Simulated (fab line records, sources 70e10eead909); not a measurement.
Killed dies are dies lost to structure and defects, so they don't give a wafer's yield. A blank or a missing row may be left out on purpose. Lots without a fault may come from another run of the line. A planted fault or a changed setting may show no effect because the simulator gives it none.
fab line records | flow nand_harc
record lots=12 wafers=36 last_day=24
route steps=1159 shown A_STAIRCASE@670
lots that met no fault: from a run of the same line without faults
start_h: hours from the record's first day to the start of the lot's first wafer shown | wait_h: hours since the lot's step before | " the same as in the row above | L1.1+2: a row that stands for several wafers | - no value, or no start given | * or withheld: withheld | < > ~ a bound
route shown NAME@n: a module of which the file shows steps, and the number in the route of the first | usual: mean/standard deviation of fault-free wafers | same: alike in all rows | chamber/n: place in a boat | sites: the reading at each site | _std_site: their standard deviation | _edge_site: outer sites' mean less inner sites' | radius_mm: how far each site lies from the wafer's centre | mask NAME#n: copy n | behind: the tool/chamber that last shaped the wafer | hold: why the lot was held/for how many hours/how that ended | device: the transistor (n, p or np) that didn't switch | end of line: the same wafers' tests at the end of the route | a step without rows: its recipe alone | killed: dies lost to structure and defects at the first sort, not the wafer's yield | map: a wafer's dies, x killed, . not, _ none there
set.NAME: the setting as run; set.NAME@STEP: as run at that earlier step | model.NAME: the simulator's own value behind a step, which no gauge read
steps of the route over a sample of lots; a table a step, a row a wafer
services: from which hour (start_h, from the record's first day; less than 0 if before it) a tool's chamber was out of use, for how many hours, and why
## steps
# step NHARC_A_STAIRCASE_STRIP_295
# recipe o2_flow_sccm=500 ar_flow_sccm=0 bias_w=0 chemistry=O2
# usual drypump_motor_current_A=5.6/0.49 oes_product_au=0.993/0.0075 rf_vpp_V=57.7/0.92 showerhead_plenum_p_Torr=3.52/0.12 throttle_valve_pct=17.035/0.0089
# columns lot.wafer tool chamber start_h wait_h drypump_motor_current_A oes_product_au rf_hours_counter_h rf_vpp_V showerhead_plenum_p_Torr throttle_valve_pct
L698.4 rie_diel-02 1 - - 5.9 0.995 34 57.9 3.50 17.020
L698.3 " 3 " " 4.9 1.009 41 57.5 3.50 17.020
L698.5 " 0 " " 5.6 1.003 - 57.4 3.73 17.032
L697.2 rie_diel-05 3 - - 5.0 0.975 31 57.2 3.62 17.030
L697.6 " 0 " " 5.3 0.974 - 57.7 3.41 17.033
L697.5 " 1 " " 6.5 0.985 - 56.9 3.39 17.036
L699.1 rie_diel-05 3 - - 5.1 0.998 34 57.0 3.62 17.021
L699.2 " 0 " " 5.3 0.994 35 58.6 3.41 17.030
L699.5 " 2 " " 5.7 0.996 - 57.7 3.52 17.031
L700.4 rie_diel-04 3 - - 5.8 1.002 57 58.3 3.63 17.035
L700.1 " 1 " " 5.6 0.993 54 58.4 3.78 17.028
L700.3 " 2 " " 5.1 1.003 58 59.0 3.55 17.034
L702.2 rie_diel-02 0 - - 5.7 1.002 53 57.4 3.72 17.053
L702.6 " 0 " " 5.7 0.994 - 58.0 3.72 17.041
L702.5 " 1 " " 5.8 0.996 - 58.8 3.49 17.036
L710.1 rie_diel-05 1 - - 6.5 0.988 58 57.2 3.37 17.044
L710.2 " 2 " " 5.7 0.997 52 57.8 3.51 17.039
L710.4 " 0 " " 5.3 0.991 61 60.3 3.40 17.030
L708.1 rie_diel-05 2 - - 5.6 0.995 54 57.1 3.51 17.049
L708.4 " 0 " " 5.3 0.988 62 56.9 3.40 17.028
L708.6 " 2 " " 5.7 0.990 - 56.8 3.51 17.030
L716.2 rie_diel-05 3 - - 5.0 0.982 5 58.1 3.60 17.021
L716.1 " 1 " " 6.4 0.987 5 56.6 3.37 17.031
L716.6 " 3 " " 5.0 0.988 - 57.4 3.60 17.035
L715.3 rie_diel-05 2 - - 5.6 0.988 6 56.9 3.50 17.041
L715.1 " 3 " " 5.0 0.989 7 58.7 3.60 17.043
L715.6 " 3 " " 5.0 0.990 - 57.4 3.60 17.037
L718.3 rie_diel-02 0 - - 5.6 0.989 21 58.7 3.70 17.030
L718.2 " 1 " " 5.8 0.994 20 58.5 3.48 17.044
L718.6 " 0 " " 5.7 1.000 - 57.2 3.70 17.043
L719.3 rie_diel-02 3 - - 5.0 0.997 19 58.7 3.48 17.040
L719.2 " 1 " " 5.8 0.987 22 57.6 3.48 17.031
L719.4 " 2 " " 6.2 0.992 22 58.6 3.66 17.028
L720.2 rie_diel-04 1 - - 5.6 0.994 33 58.3 3.76 17.040
L720.1 " 3 " " 5.8 0.989 34 58.8 3.61 17.024
L720.4 " 0 " " 5.4 0.990 33 59.3 3.41 17.022
# step NHARC_A_STAIRCASE_STRIP_476
# recipe time_s=20 o2_flow_sccm=500 ar_flow_sccm=0 bias_w=0 chemistry=O2
# usual drypump_motor_current_A=5.6/0.48 oes_product_au=0.995/0.008 rf_vpp_V=57.8/0.89 showerhead_plenum_p_Torr=3.54/0.12 throttle_valve_pct=17.037/0.0091
# columns lot.wafer tool chamber start_h wait_h drypump_motor_current_A oes_product_au rf_hours_counter_h rf_vpp_V showerhead_plenum_p_Torr throttle_valve_pct
L698.4 rie_diel-04 1 262.54 0.1 5.6 0.995 51 58.2 3.78 17.023
L698.3 " 3 " " 5.8 1.001 53 57.4 3.63 17.039
L698.5 " 1 " " 5.5 0.985 - 57.8 3.78 17.044
L697.2 rie_diel-02 1 267.42 0.1 5.8 0.986 38 58.9 3.50 17.045
L697.6 " 3 " " 4.9 1.007 - 57.1 3.50 17.045
L697.5 " 0 " " 5.7 0.995 - 58.1 3.73 17.038
L699.1 rie_diel-05 1 277.83 0.1 6.5 0.996 37 57.0 3.38 17.038
L699.2 " 2 " " 5.7 0.994 35 58.3 3.52 17.035
L699.5 " 0 " " 5.3 0.990 - 59.0 3.41 17.023
L700.4 rie_diel-05 3 279.22 0.1 5.0 0.987 36 59.4 3.62 17.055
L700.3 " 0 " " 5.3 0.990 38 56.1 3.41 17.045
L700.1 " 2 " " 5.7 0.986 35 57.9 3.52 17.032
L702.2 rie_diel-05 0 309.55 0.1 5.3 0.995 48 57.0 3.40 17.038
L702.6 " 1 " " 6.5 0.991 - 56.2 3.38 17.023
L702.5 " 2 " " 5.7 0.996 - 56.6 3.51 17.033
L710.1 rie_diel-04 2 344.09 0.1 5.1 1.013 13 57.5 3.54 17.028
L710.2 " 3 " " 5.7 0.995 13 58.3 3.62 17.038
L710.4 " 0 " " 5.4 0.996 13 56.9 3.42 17.028
L708.1 rie_diel-04 1 345.97 0.3 5.6 0.996 13 60.4 3.77 17.033
L708.4 " 2 " " 5.1 1.010 14 57.6 3.54 17.024
L708.6 " 1 " " 5.5 1.004 - 58.9 3.77 17.040
L716.2 rie_diel-05 2 370.61 0.1 5.7 0.985 6 58.4 3.50 17.032
L716.1 " 1 " " 6.5 0.982 8 57.0 3.37 17.040
L716.6 " 2 " " 5.7 0.999 - 56.3 3.50 17.038
L715.1 rie_diel-02 0 381.34 0.1 5.6 0.994 22 58.2 3.70 17.029
L715.3 " 1 " " 5.9 1.015 21 57.3 3.48 17.042
L715.6 " 3 " " 5.0 1.001 - 58.4 3.48 17.045
L718.3 rie_diel-02 3 387.36 0.1 4.9 0.995 21 57.9 3.48 17.041
L718.2 " 0 " " 5.6 0.986 25 57.5 3.70 17.034
L718.6 " 3 " " 4.9 0.999 - 57.5 3.48 17.041
L719.3 rie_diel-02 0 391.96 0.1 5.7 0.985 27 58.5 3.70 17.035
L719.4 " 1 " " 5.8 0.984 26 57.7 3.47 17.031
L719.2 " 3 " " 4.9 1.001 22 59.1 3.48 17.050
L720.2 rie_diel-04 3 403.80 0.1 5.8 0.998 37 57.4 3.61 17.030
L720.1 " 0 " " 5.4 0.993 36 59.3 3.41 17.040
L720.4 " 1 " " 5.5 0.996 36 57.3 3.75 17.047
# step NHARC_A_STAIRCASE_ALD_420
# recipe target_thk_a=200 pulse_time_s=6 ald_cycles=200 temp_c=300 material=SiO2
# usual ald_cycles=200/0 heater_power_w=489/65 precursor_pulse_height_rel=1.000/0.021
# columns lot.wafer tool chamber start_h wait_h ald_cycles heater_power_w precursor_pulse_height_rel
L698.3 ald_hk-04 0 266.59 - 200 475 0.998
L698.4 " 1 " " 200 576 1.021
L698.5 " 3 " " 200 536 0.986
L697.2 ald_hk-04 0 272.26 - 200 491 1.005
L697.5 " 2 " " 200 458 0.988
L697.6 " 3 " " 200 537 0.991
L699.1 ald_hk-03 3 281.69 - 200 425 0.997
L699.2 " 2 " " 200 439 1.007
L699.5 " 3 " " 200 423 1.007
L700.4 ald_hk-04 0 281.70 - 200 484 0.986
L700.3 " 1 " " 200 567 1.021
L700.1 " 3 " " 200 532 0.979
L702.2 ald_hk-02 2 313.72 - 200 507 0.981
L702.6 " 0 " " 200 395 0.987
L702.5 " 1 " " 200 460 1.005
L710.4 ald_hk-02 2 348.34 - 200 513 1.008
L710.1 " 0 " " 98 398 1.030
L710.2 " 1 " " 98 455 0.991
L708.1 ald_hk-02 3 349.45 - 98 420 0.970
L708.4 " 1 " " 200 466 0.995
L708.6 " 3 " " 200 417 1.015
L716.2 ald_hk-03 1 375.48 1.1 200 627 1.037
L716.1 " 3 " " 200 421 0.999
L716.6 " 0 " " 200 503 0.984
L715.1 ald_hk-03 3 386.50 0.6 200 417 0.934
L715.3 " 1 " " 200 631 0.977
L715.6 " 3 " " 200 419 0.992
L718.2 ald_hk-03 0 391.28 - 200 504 0.998
L718.3 " 1 " " 200 624 0.959
L718.6 " 1 " " 200 629 0.991
L719.2 ald_hk-03 0 395.84 - 200 500 1.000
L719.4 " 1 " " 200 637 1.025
L719.3 " 2 " " 200 449 1.024
L720.2 ald_hk-04 1 407.72 0.1 200 557 0.991
L720.4 " 3 " " 200 555 0.995
L720.1 " 0 " " 200 448 1.011
# step NHARC_A_STAIRCASE_DESCUM_443
# recipe time_s=3 o2_flow_sccm=200 ar_flow_sccm=0 bias_power_w=0 chemistry=O2
# usual drypump_motor_current_A=5.6/0.46 oes_product_au=0.996/0.0072 rf_vpp_V=57.8/0.87 showerhead_plenum_p_Torr=1.92/0.07 throttle_valve_pct=11.312/0.0085
# columns lot.wafer tool chamber start_h wait_h drypump_motor_current_A oes_product_au rf_hours_counter_h rf_vpp_V showerhead_plenum_p_Torr throttle_valve_pct
L698.3 rie_diel-05 3 302.87 - 5.0 0.985 42 58.5 1.97 11.310
L698.4 " 0 " " 5.2 0.991 45 58.2 1.84 11.330
L698.5 " 3 " " 5.0 1.000 - 59.4 1.97 11.314
L697.2 rie_diel-04 1 303.47 - 5.5 1.015 2 58.7 2.06 11.324
L697.6 " 0 " " 5.4 0.998 - 56.6 1.85 11.328
L697.5 " 1 " " 5.5 0.997 - 57.1 2.06 11.306
L699.2 rie_diel-05 2 315.32 - 5.6 1.006 47 57.7 1.90 11.322
L699.1 " 3 " " 5.0 0.995 49 57.6 1.96 11.309
L699.5 " 2 " " 5.6 0.994 - 57.6 1.90 11.313
L700.4 rie_diel-02 0 315.45 - 5.6 0.996 59 58.8 2.02 11.309
L700.1 " 1 " " 5.9 0.994 55 57.3 1.89 11.306
L700.3 " 2 " " 6.2 0.998 61 58.0 2.00 11.321
L702.2 rie_diel-02 1 344.12 - 5.8 0.996 2 57.5 1.89 11.307
L702.6 " 2 " " 6.2 1.003 - 56.6 2.00 11.310
L702.5 " 3 " " 4.9 1.001 - 58.8 1.89 11.306
L710.1 rie_diel-04 2 381.32 - 5.1 1.006 29 56.8 1.92 11.321
L710.2 " 3 " " 5.7 1.005 29 58.7 1.96 11.306
L710.4 " 0 " " 5.3 0.994 28 57.9 1.85 11.321
L708.4 rie_diel-05 1 381.54 - 6.5 0.987 13 57.7 1.82 11.319
L708.1 " 2 " " 5.7 0.993 11 57.8 1.90 11.325
L708.6 " 0 " " 5.3 1.011 - 57.4 1.83 11.306
L716.2 rie_diel-04 3 410.72 - 5.7 0.996 38 56.9 1.96 11.300
L716.1 " 1 " " 5.5 1.000 37 57.8 2.04 11.302
L716.6 " 0 " " 5.4 0.995 - 57.1 1.84 11.319
L715.3 rie_diel-02 0 429.42 - 5.6 0.994 37 56.7 2.01 11.318
L715.1 " 3 " " 4.9 0.999 30 57.3 1.88 11.302
L715.6 " 1 " " 5.8 0.992 - 57.3 1.88 11.322
L718.3 rie_diel-04 0 429.66 - 5.4 0.998 44 55.5 1.84 11.316
L718.2 " 3 " " 5.7 0.996 45 57.6 1.96 11.308
L718.6 " 1 " " 5.5 0.995 - 57.4 2.04 11.309
L719.2 rie_diel-05 0 436.41 - 5.3 0.978 32 59.4 1.83 11.296
L719.4 " 1 " " 6.4 1.000 28 57.7 1.81 11.323
L719.3 " 3 " " 5.0 0.985 31 58.4 1.95 11.309
L720.1 rie_diel-02 2 445.68 - 6.2 0.981 40 58.0 1.99 11.315
L720.2 " 3 " " 4.9 0.993 37 57.0 1.88 11.325
L720.4 " 1 " " 5.8 0.981 43 57.0 1.88 11.299
## services
# columns tool chamber start_h hours kind
rie_diel-05 0 246.36 - clean
rie_diel-05 1 246.36 - clean
rie_diel-05 2 246.36 - clean
rie_diel-05 3 246.36 - clean
rie_diel-02 - 268.13 0.7 repair
rie_diel-05 0 270.88 - clean
rie_diel-05 1 270.88 - clean
rie_diel-05 2 270.88 - clean
rie_diel-05 3 270.88 - clean
rie_diel-02 - 281.04 0.8 repair
ald_hk-02 - 281.35 10.0 pm
rie_diel-04 - 289.09 9.0 pm
rie_diel-05 0 295.40 - clean
rie_diel-05 1 295.40 - clean
rie_diel-05 2 295.40 - clean
rie_diel-05 3 295.40 - clean
rie_diel-04 - 314.14 16.1 repair
rie_diel-05 0 319.90 - clean
rie_diel-05 1 319.90 - clean
rie_diel-02 - 328.27 9.0 pm
rie_diel-05 - 340.68 9.0 pm
rie_diel-04 1 359.93 2.0 repair
ald_hk-04 - 365.36 10.0 pm
rie_diel-02 3 366.58 10.0 repair
## key
first_sign step=NHARC_A_STAIRCASE_ALD_420 reading=ald_cycles direction=down sigmas=99+ usual=200 struck=98
effect none on later readings
met_at NHARC_A_STAIRCASE_ALD_420
struck_lots L708,L710
struck_wafers L708.1,L710.1,L710.2
tester_left_out L708,L710
not_acting_at NHARC_A_STAIRCASE_STRIP_295,NHARC_A_STAIRCASE_STRIP_476,NHARC_A_STAIRCASE_DESCUM_443
onset_between 313.72 348.34
fault kind=process_parameter_drift tool=ald_hk-02 chamber=- onset_h=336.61 steps=NHARC_A_STAIRCASE_ALD_420 channel=ald_cycles offset=-102 shape=step end_h=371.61 scope=struck_wafers_only acts_in=these_recipes_only stated=200
# tester_left_out: of these lots the tester's yield and bins aren't shown, on N5 and GAA mostly nor the transistor test; their killed dies are dies lost to structure and defects alone, not to doping, threshold or leakage, so they don't give the yield
